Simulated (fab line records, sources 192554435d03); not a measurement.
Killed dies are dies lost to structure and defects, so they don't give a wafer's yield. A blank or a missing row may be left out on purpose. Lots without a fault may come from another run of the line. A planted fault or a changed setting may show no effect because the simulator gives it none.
Which tool did it? | flow n5_finfet | 23 lots, 69 wafers sampled, at 6 steps of a route of 1938

WHAT THE GAUGES READ, wafer by wafer
The record holds no reading of a measuring or inspecting step that can be judged against a usual standard deviation.

WHICH TOOL RAN EACH LOT (tool, then ch and the chambers of the sampled wafers, then the start)
lot  | N5_MOL_CONTACT_COAG_CMP_52    | N5_BEOL_M0_CUTY_DESCUM_61          | N5_BEOL_M0_STRIP_104               | N5_BEOL_M0_STRIP_142               | N5_BEOL_M0_PRE_CLEAN_113     | N5_BEOL_M0_ALD_136
L074 | cmp-03 ch 0,1, day 5 09:18    | rie_diel-06 ch 0,2,3, day 7 09:39  | rie_diel-01 ch 0,2, day 7 10:23    | rie_diel-06 ch 0,2,3, day 7 10:52  | pvd_sputter-01, day 7 11:16  | ald_metal-02 ch 0,3, day 7 11:19
L075 | cmp-02 ch 0,1,3, day 5 10:54  | rie_diel-01 ch 0,1, day 7 11:26    | rie_diel-03 ch 0,1,3, day 7 11:58  | rie_diel-01 ch 1,3, day 7 12:10    | pvd_sputter-02, day 7 12:34  | ald_metal-02 ch 0,1,2, day 7 12:37
L076 | cmp-01 ch 1,2,3, day 5 20:06  | rie_diel-06 ch 2,3, day 7 11:41    | rie_diel-01 ch 0,1,3, day 7 12:14  | rie_diel-01 ch 1,2,3, day 7 12:29  | pvd_sputter-03, day 7 12:54  | ald_metal-03 ch 1,3, day 7 12:58
L077 | cmp-02 ch 0,1, day 5 20:55    | rie_diel-03 ch 0,1,3, day 7 12:01  | rie_diel-06 ch 2,3, day 7 12:34    | rie_diel-01 ch 1,2,3, day 7 12:59  | pvd_sputter-01, day 7 13:51  | ald_metal-01 ch 0,1,3, day 7 13:55
L078 | cmp-01 ch 0,1,3, day 6 04:14  | rie_diel-06 ch 2,3, day 7 11:58    | rie_diel-01 ch 0,1,2, day 7 12:34  | rie_diel-06 ch 0,2, day 7 12:45    | pvd_sputter-02, day 7 13:29  | ald_metal-02 ch 0,2, day 7 13:33
L079 | cmp-03 ch 1,2, day 6 11:12    | rie_diel-01 ch 2,3, day 7 13:02    | rie_diel-01 ch 0,3, day 7 13:35    | rie_diel-06 ch 0,1,3, day 7 14:14  | pvd_sputter-02, day 7 15:26  | ald_metal-03 ch 1,2,3, day 7 15:30
L080 | cmp-02 ch 0,2, day 6 17:04    | rie_diel-06 ch 0,2, day 7 12:16    | rie_diel-03 ch 0,2,3, day 7 12:47  | rie_diel-03 ch 1,3, day 7 13:10    | pvd_sputter-03, day 7 14:28  | ald_metal-02 ch 1,2,3, day 7 14:32
L082 | cmp-03 ch 0,1,2, day 7 03:00  | rie_diel-06 ch 0,1,3, day 7 15:49  | rie_diel-03 ch 1,3, day 7 18:34    | rie_diel-06 ch 0,1,3, day 7 18:47  | pvd_sputter-01, day 7 19:28  | ald_metal-03 ch 0,1,2, day 7 19:32
L081 | cmp-03 ch 0,2,3, day 7 03:28  | rie_diel-06 ch 1,3, day 7 17:26    | rie_diel-01 ch 2,3, day 7 18:34    | rie_diel-03 ch 0,3, day 7 18:46    | pvd_sputter-01, day 7 19:23  | ald_metal-01 ch 0,1,2, day 7 19:27
L083 | cmp-03 ch 0,1,3, day 7 15:51  | rie_diel-01 ch 0,2,3, day 8 03:49  | rie_diel-01 ch 0,3, day 8 05:11    | rie_diel-06 ch 1,2,3, day 8 05:44  | pvd_sputter-02, day 8 08:11  | ald_metal-02 ch 0,1, day 8 08:15
L084 | cmp-01 ch 0,1, day 7 16:33    | rie_diel-01 ch 0,3, day 8 05:49    | rie_diel-06 ch 0,2,3, day 8 07:55  | rie_diel-06 ch 2,3, day 8 08:06    | pvd_sputter-02, day 8 08:41  | ald_metal-03 ch 1,2, day 8 08:45
L085 | cmp-03 ch 0,1, day 8 04:24    | rie_diel-03 ch 0,3, day 8 17:22    | rie_diel-03 ch 0,3, day 8 17:52    | rie_diel-06 ch 0,2, day 8 18:05    | pvd_sputter-01, day 8 18:31  | ald_metal-03 ch 0,1,3, day 8 18:39
L087 | cmp-03 ch 0,1, day 8 12:23    | rie_diel-06 ch 2,3, day 9 01:53    | rie_diel-06 ch 1,3, day 9 06:53    | rie_diel-06 ch 0,2,3, day 9 07:07  | pvd_sputter-01, day 9 07:57  | ald_metal-02 ch 0,1, day 9 08:03
L088 | cmp-03 ch 0,1,2, day 8 17:11  | rie_diel-01 ch 1,2,3, day 9 05:48  | rie_diel-03 ch 0,1,2, day 9 06:32  | rie_diel-06 ch 1,2,3, day 9 06:49  | pvd_sputter-02, day 9 07:56  | ald_metal-01 ch 0,1,3, day 9 07:59
L089 | cmp-01 ch 1,3, day 9 05:47    | rie_diel-06 ch 1,2,3, day 9 18:16  | rie_diel-01 ch 1,2,3, day 9 19:07  | rie_diel-06 ch 0,2,3, day 9 19:18  | pvd_sputter-01, day 9 19:57  | ald_metal-03 ch 1,2, day 9 20:01
L090 | cmp-03 ch 1,3, day 9 08:09    | rie_diel-03 ch 0,1,3, day 9 20:08  | rie_diel-01 ch 1,2, day 10 00:23   | rie_diel-01 ch 0,1,2, day 10 00:34 | pvd_sputter-02, day 10 01:24 | ald_metal-02 ch 1,2,3, day 10 01:28
L091 | cmp-02 ch 0,1,3, day 9 14:09  | rie_diel-01 ch 0,2, day 10 02:05   | rie_diel-01 ch 2,3, day 10 13:40   | rie_diel-01 ch 0,1,2, day 10 13:51 | pvd_sputter-01, day 10 14:21 | ald_metal-03 ch 0,1,2, day 10 14:25
L092 | cmp-01 ch 1,2, day 9 17:37    | rie_diel-01 ch 0,1,3, day 10 06:23 | rie_diel-01 ch 0,2, day 10 13:43   | rie_diel-01 ch 1,2, day 10 14:05   | pvd_sputter-01, day 10 14:52 | ald_metal-01 ch 1,2,3, day 10 15:04
L093 | cmp-01 ch 0,1,2, day 10 02:25 | rie_diel-01 ch 0,1,3, day 10 14:20 | rie_diel-06 ch 0,1,3, day 10 16:29 | rie_diel-01 ch 1,2, day 10 16:47   | pvd_sputter-02, day 10 17:13 | ald_metal-02 ch 0,1,3, day 10 17:17
L094 | cmp-02 ch 1,2,3, day 10 07:41 | rie_diel-06 ch 0,2,3, day 10 21:09 | rie_diel-01 ch 2,3, day 10 23:01   | rie_diel-01 ch 1,3, day 10 23:49   | pvd_sputter-03, day 11 00:47 | ald_metal-03 ch 0,2,3, day 11 00:56
L095 | cmp-02 ch 0,1, day 10 15:18   | rie_diel-06 ch 0,1,2, day 11 03:22 | rie_diel-01 ch 1,2,3, day 11 04:48 | rie_diel-06 ch 0,1,2, day 11 05:32 | pvd_sputter-02, day 11 07:18 | ald_metal-01 ch 0,1,3, day 11 07:22
L096 | cmp-03 ch 0,1,3, day 10 20:28 | rie_diel-01 ch 2,3, day 11 07:37   | rie_diel-06 ch 0,1,2, day 11 09:51 | rie_diel-06 ch 0,1,2, day 11 10:02 | pvd_sputter-03, day 11 10:43 | ald_metal-02 ch 0,1,3, day 11 10:50
L097 | cmp-03 ch 1,2,3, day 11 01:34 | rie_diel-03 ch 2,3, day 11 12:55   | rie_diel-03 ch 0,2,3, day 11 20:53 | rie_diel-01 ch 1,2,3, day 11 21:10 | pvd_sputter-01, day 11 21:34 | ald_metal-01 ch 1,2, day 11 21:37
- N5_MOL_CONTACT_COAG_CMP_52: polishes, stops on SiO2, t overpolish 1.5 s, target thk 66.5 nm.
- N5_BEOL_M0_CUTY_DESCUM_61: chemistry O2, time 7.9 s.
- N5_BEOL_M0_STRIP_104: strips in N2/H2.
- N5_BEOL_M0_STRIP_142: strips in N2/H2, time 10 s.
- N5_BEOL_M0_PRE_CLEAN_113: time 30 s.
- N5_BEOL_M0_ALD_136: deposits TaN, pulse time 2 s, purge time 3 s, co reactant purge time 2 s.

WHAT THE TOOLS THEMSELVES READ (means of the sampled wafers that have a number; where no wafer has one, the mark that the record gives instead)
N5_MOL_CONTACT_COAG_CMP_52. Usual: motor_current_A 12.4 A, standard deviation 1.2; overpolish_run_s 1.500 s, standard deviation 0.0089; time_to_endpoint_s 13.8 s, standard deviation 2.3.
lot  | tool   | motor_current_A (A) | overpolish_run_s (s) | time_to_endpoint_s (s) | flag
L074 | cmp-03 | 14.1                | 1.495                | 13.2                   |
L075 | cmp-02 | 12.0                | 1.491                | 13.5                   |
L076 | cmp-01 | 11.6                | 1.505                | 14.8                   |
L077 | cmp-02 | 11.6                | 1.499                | 12.7                   |
L078 | cmp-01 | 12.5                | 1.502                | 11.0                   |
L079 | cmp-03 | 13.2                | 1.496                | 15.3                   |
L080 | cmp-02 | 12.4                | 1.503                | 9.9                    |
L082 | cmp-03 | 13.7                | 1.491                | 13.5                   |
L081 | cmp-03 | 12.7                | 1.490                | 14.0                   |
L083 | cmp-03 | 12.6                | 1.497                | 15.0                   |
L084 | cmp-01 | 13.4                | 1.499                | 13.1                   |
L085 | cmp-03 | 14.0                | 1.505                | 13.8                   |
L087 | cmp-03 | 13.9                | 1.495                | 15.1                   |
L088 | cmp-03 | 13.3                | 1.503                | 12.4                   |
L089 | cmp-01 | 11.9                | 1.504                | 18.5                   |
L090 | cmp-03 | 11.8                | 1.512                | 14.9                   |
L091 | cmp-02 | 11.7                | 1.500                | 15.5                   |
L092 | cmp-01 | 12.1                | 1.504                | 14.3                   |
L093 | cmp-01 | 12.4                | 1.496                | 15.0                   |
L094 | cmp-02 | 12.1                | 1.499                | 11.0                   |
L095 | cmp-02 | 12.0                | 1.499                | 11.9                   |
L096 | cmp-03 | 13.3                | 1.502                | 15.0                   |
L097 | cmp-03 | 12.6                | 1.501                | 12.9                   |

N5_BEOL_M0_CUTY_DESCUM_61. Usual: drypump_motor_current_A 5.6 A, standard deviation 0.48; oes_product_au 0.80 a.u., standard deviation 0.1; rf_vpp_V 242.7 V, standard deviation 1; showerhead_plenum_p_Torr 2.07 Torr, standard deviation 0.056; throttle_valve_pct 20.5 %, standard deviation 0.31.
lot  | tool        | drypump_motor_current_A (A) | oes_product_au (a.u.) | rf_vpp_V (V) | showerhead_plenum_p_Torr (Torr) | throttle_valve_pct (%) | flag
L074 | rie_diel-06 | 5.5                         | 0.79                  | 243.2        | 2.07                            | 20.5                   |
L075 | rie_diel-01 | 5.3                         | 0.67                  | 242.7        | 2.06                            | 20.7                   |
L076 | rie_diel-06 | 5.3                         | 0.85                  | 243.5        | 2.12                            | 20.7                   |
L077 | rie_diel-03 | 5.6                         | 0.82                  | 242.9        | 2.09                            | 20.3                   |
L078 | rie_diel-06 | 5.3                         | 0.84                  | 243.6        | 2.12                            | 20.7                   |
L079 | rie_diel-01 | 6.0                         | 0.87                  | 242.6        | 2.05                            | 20.2                   |
L080 | rie_diel-06 | 5.2                         | 0.88                  | 243.8        | 2.09                            | 20.4                   |
L082 | rie_diel-06 | 5.8                         | 0.73                  | 241.8        | 2.05                            | 20.5                   |
L081 | rie_diel-06 | 5.9                         | 0.67                  | 242.8        | 2.08                            | 20.8                   |
L083 | rie_diel-01 | 5.6                         | 0.81                  | 243.3        | 2.06                            | 20.5                   |
L084 | rie_diel-01 | 5.7                         | 0.78                  | 242.2        | 2.04                            | 20.3                   |
L085 | rie_diel-03 | 5.6                         | 0.76                  | 242.2        | 2.08                            | 20.6                   |
L087 | rie_diel-06 | 5.3                         | 0.82                  | 243.7        | 2.12                            | 20.7                   |
L088 | rie_diel-01 | 6.1                         | 0.89                  | 242.3        | 2.05                            | 20.4                   |
L089 | rie_diel-06 | 5.5                         | 0.75                  | 242.5        | 2.09                            | 20.7                   |
L090 | rie_diel-03 | 5.6                         | 0.79                  | 242.3        | 2.08                            | 20.4                   |
L091 | rie_diel-01 | 5.1                         | 0.74                  | 243.0        | 2.06                            | 20.8                   |
L092 | rie_diel-01 | 5.7                         | 0.81                  | 242.6        | 2.05                            | 20.4                   |
L093 | rie_diel-01 | 5.7                         | 0.80                  | 242.4        | 2.05                            | 20.4                   |
L094 | rie_diel-06 | 5.6                         | 0.77                  | 242.7        | 2.06                            | 20.5                   |
L095 | rie_diel-06 | 5.4                         | 0.78                  | 242.8        | 2.05                            | 20.4                   |
L096 | rie_diel-01 | 5.9                         | 0.84                  | 241.5        | 2.05                            | 20.5                   |
L097 | rie_diel-03 | 5.8                         | 0.84                  | 243.4        | 2.16                            | 20.6                   |

N5_BEOL_M0_STRIP_104. Usual: drypump_motor_current_A 5.7 A, standard deviation 0.47; oes_product_au 0.80 a.u., standard deviation 0.1; rf_vpp_V 59.1 V, standard deviation 1.7; showerhead_plenum_p_Torr 2.50 Torr, standard deviation 0.065; throttle_valve_pct 23.6 %, standard deviation 0.33.
lot  | tool        | drypump_motor_current_A (A) | oes_product_au (a.u.) | rf_vpp_V (V) | showerhead_plenum_p_Torr (Torr) | throttle_valve_pct (%) | flag
L074 | rie_diel-01 | 5.2                         | 0.76                  | 59.5         | 2.50                            | 23.8                   |
L075 | rie_diel-03 | 5.6                         | 0.82                  | 58.8         | 2.53                            | 23.6                   |
L076 | rie_diel-01 | 5.8                         | 0.72                  | 58.9         | 2.48                            | 23.5                   |
L077 | rie_diel-06 | 5.6                         | 0.75                  | 59.4         | 2.53                            | 24.0                   |
L078 | rie_diel-01 | 5.7                         | 0.76                  | 60.3         | 2.48                            | 23.7                   |
L079 | rie_diel-01 | 5.3                         | 0.73                  | 59.8         | 2.50                            | 23.7                   |
L080 | rie_diel-03 | 5.6                         | 0.74                  | 58.9         | 2.47                            | 23.9                   |
L082 | rie_diel-03 | 5.8                         | 0.84                  | 59.2         | 2.58                            | 23.6                   |
L081 | rie_diel-01 | 5.9                         | 0.88                  | 58.3         | 2.47                            | 23.4                   |
L083 | rie_diel-01 | 5.2                         | 0.73                  | 58.1         | 2.49                            | 23.7                   |
L084 | rie_diel-06 | 5.5                         | 0.79                  | 58.9         | 2.51                            | 23.7                   |
L085 | rie_diel-03 | 5.6                         | 0.76                  | 58.8         | 2.52                            | 23.9                   |
L087 | rie_diel-06 | 5.8                         | 0.68                  | 60.0         | 2.49                            | 23.8                   |
L088 | rie_diel-03 | 5.6                         | 0.86                  | 59.6         | 2.58                            | 23.5                   |
L089 | rie_diel-01 | 6.1                         | 0.88                  | 59.2         | 2.46                            | 23.4                   |
L090 | rie_diel-01 | 6.0                         | 0.91                  | 57.5         | 2.46                            | 23.4                   |
L091 | rie_diel-01 | 6.0                         | 0.83                  | 57.6         | 2.46                            | 23.3                   |
L092 | rie_diel-01 | 5.2                         | 0.74                  | 59.1         | 2.49                            | 23.8                   |
L093 | rie_diel-06 | 5.8                         | 0.71                  | 59.5         | 2.47                            | 23.6                   |
L094 | rie_diel-01 | 6.0                         | 0.84                  | 60.3         | 2.46                            | 23.4                   |
L095 | rie_diel-01 | 6.1                         | 0.86                  | 57.0         | 2.46                            | 23.4                   |
L096 | rie_diel-06 | 5.5                         | 0.77                  | 59.9         | 2.50                            | 23.6                   |
L097 | rie_diel-03 | 5.6                         | 0.81                  | 60.2         | 2.56                            | 23.9                   |

N5_BEOL_M0_STRIP_142. Usual: drypump_motor_current_A 5.7 A, standard deviation 0.47; oes_product_au 0.80 a.u., standard deviation 0.1; rf_vpp_V 59.1 V, standard deviation 0.79; showerhead_plenum_p_Torr 2.50 Torr, standard deviation 0.058; throttle_valve_pct 23.6 %, standard deviation 0.34.
lot  | tool        | drypump_motor_current_A (A) | oes_product_au (a.u.) | rf_vpp_V (V) | showerhead_plenum_p_Torr (Torr) | throttle_valve_pct (%) | flag
L074 | rie_diel-06 | 5.6                         | 0.80                  | 58.4         | 2.51                            | 23.7                   |
L075 | rie_diel-01 | 6.2                         | 0.73                  | 58.9         | 2.47                            | 23.5                   |
L076 | rie_diel-01 | 6.1                         | 0.81                  | 59.3         | 2.47                            | 23.4                   |
L077 | rie_diel-01 | 6.1                         | 0.81                  | 59.4         | 2.47                            | 23.4                   |
L078 | rie_diel-06 | 5.2                         | 0.88                  | 58.8         | 2.54                            | 23.6                   |
L079 | rie_diel-06 | 5.8                         | 0.72                  | 59.1         | 2.48                            | 23.6                   |
L080 | rie_diel-03 | 5.8                         | 0.90                  | 59.5         | 2.58                            | 23.3                   |
L082 | rie_diel-06 | 5.8                         | 0.72                  | 58.6         | 2.48                            | 23.6                   |
L081 | rie_diel-03 | 5.6                         | 0.77                  | 59.3         | 2.53                            | 23.9                   |
L083 | rie_diel-06 | 5.6                         | 0.76                  | 59.5         | 2.53                            | 23.9                   |
L084 | rie_diel-06 | 5.6                         | 0.75                  | 58.6         | 2.53                            | 24.0                   |
L085 | rie_diel-06 | 5.2                         | 0.87                  | 59.1         | 2.54                            | 23.7                   |
L087 | rie_diel-06 | 5.6                         | 0.78                  | 59.3         | 2.50                            | 23.7                   |
L088 | rie_diel-06 | 5.5                         | 0.75                  | 59.5         | 2.52                            | 23.9                   |
L089 | rie_diel-06 | 5.6                         | 0.78                  | 59.0         | 2.50                            | 23.7                   |
L090 | rie_diel-01 | 5.6                         | 0.83                  | 59.4         | 2.48                            | 23.6                   |
L091 | rie_diel-01 | 5.7                         | 0.82                  | 60.4         | 2.47                            | 23.6                   |
L092 | rie_diel-01 | 6.2                         | 0.90                  | 58.4         | 2.46                            | 23.3                   |
L093 | rie_diel-01 | 6.0                         | 0.89                  | 59.0         | 2.46                            | 23.5                   |
L094 | rie_diel-01 | 6.3                         | 0.88                  | 58.9         | 2.46                            | 23.2                   |
L095 | rie_diel-06 | 5.5                         | 0.77                  | 59.6         | 2.50                            | 23.6                   |
L096 | rie_diel-06 | 5.5                         | 0.78                  | 59.1         | 2.50                            | 23.6                   |
L097 | rie_diel-01 | 6.1                         | 0.84                  | 58.7         | 2.45                            | 23.4                   |

N5_BEOL_M0_PRE_CLEAN_113. Usual: heater_power_w 329 W, standard deviation 35; susceptor_temp_C 250.02 C, standard deviation 0.17.
lot  | tool           | heater_power_w (W) | susceptor_temp_C (C) | flag
L074 | pvd_sputter-01 | 304                | 249.98               |
L075 | pvd_sputter-02 | 317                | 249.96               |
L076 | pvd_sputter-03 | 353                | 249.92               |
L077 | pvd_sputter-01 | 279                | 249.95               |
L078 | pvd_sputter-02 | 310                | 250.02               |
L079 | pvd_sputter-02 | 325                | 250.16               |
L080 | pvd_sputter-03 | 382                | 250.24               |
L082 | pvd_sputter-01 | 322                | 249.96               |
L081 | pvd_sputter-01 | 299                | 250.00               |
L083 | pvd_sputter-02 | 334                | 250.04               |
L084 | pvd_sputter-02 | 332                | 250.07               |
L085 | pvd_sputter-01 | 337                | 250.03               |
L087 | pvd_sputter-01 | 317                | 249.96               |
L088 | pvd_sputter-02 | 330                | 250.13               |
L089 | pvd_sputter-01 | 313                | 250.00               |
L090 | pvd_sputter-02 | 336                | 250.17               |
L091 | pvd_sputter-01 | 321                | 249.98               |
L092 | pvd_sputter-01 | 293                | 249.96               |
L093 | pvd_sputter-02 | 319                | 250.01               |
L094 | pvd_sputter-03 | 352                | 249.99               |
L095 | pvd_sputter-02 | 331                | 250.16               |
L096 | pvd_sputter-03 | 352                | 249.85               |
L097 | pvd_sputter-01 | 298                | 249.97               |

N5_BEOL_M0_ALD_136. Usual: heater_power_w 416 W, standard deviation 44; mfc_carrier_sccm 1500 sccm, standard deviation 4.4; susceptor_temp_C 275.01 C, standard deviation 0.19.
lot  | tool         | heater_power_w (W) | mfc_carrier_sccm (sccm) | susceptor_temp_C (C) | flag
L074 | ald_metal-02 | 422                | 1502                    | 275.10               |
L075 | ald_metal-02 | 415                | 1500                    | 275.02               |
L076 | ald_metal-03 | 386                | 1498                    | 274.94               |
L077 | ald_metal-01 | 423                | 1503                    | 275.11               |
L078 | ald_metal-02 | 431                | 1502                    | 274.96               |
L079 | ald_metal-03 | 434                | 1499                    | 274.90               |
L080 | ald_metal-02 | 412                | 1499                    | 274.88               |
L082 | ald_metal-03 | 459                | 1501                    | 274.85               |
L081 | ald_metal-01 | 397                | 1504                    | 275.07               |
L083 | ald_metal-02 | 397                | 1497                    | 275.07               |
L084 | ald_metal-03 | 480                | 1503                    | 275.17               |
L085 | ald_metal-03 | 415                | 1502                    | 275.01               |
L087 | ald_metal-02 | 409                | 1499                    | 274.98               |
L088 | ald_metal-01 | 419                | 1497                    | 274.96               |
L089 | ald_metal-03 | 478                | 1497                    | 274.98               |
L090 | ald_metal-02 | 418                | 1495                    | 274.95               |
L091 | ald_metal-03 | 460                | 1502                    | 275.16               |
L092 | ald_metal-01 | 410                | 1500                    | 275.15               |
L093 | ald_metal-02 | 404                | 1499                    | 274.93               |
L094 | ald_metal-03 | 407                | 1503                    | 275.19               |
L095 | ald_metal-01 | 427                | 1495                    | 274.96               |
L096 | ald_metal-02 | 412                | 1504                    | 275.01               |
L097 | ald_metal-01 | 406                | 1501                    | 274.93               |

THE ANSWER, worked out from the rows above alone
Rule: a lot is off if the mean of its wafers that have a number lies more than 3 standard deviations from the usual mean. A lot without any number at a reading at which 4 lots or more have one is off too. The other lots that the step has rows for count as sound. The gauges are gone through in route order, then the tools' own readings, and for those a lot's mean is taken as printed above. The first step at which some lot is off is used, and at that step the reading that is off furthest; a lot without a number counts as furthest.
No lot is off at any reading shown: from this, nothing can be told.

WHAT THE SIMULATOR HAD PUT IN
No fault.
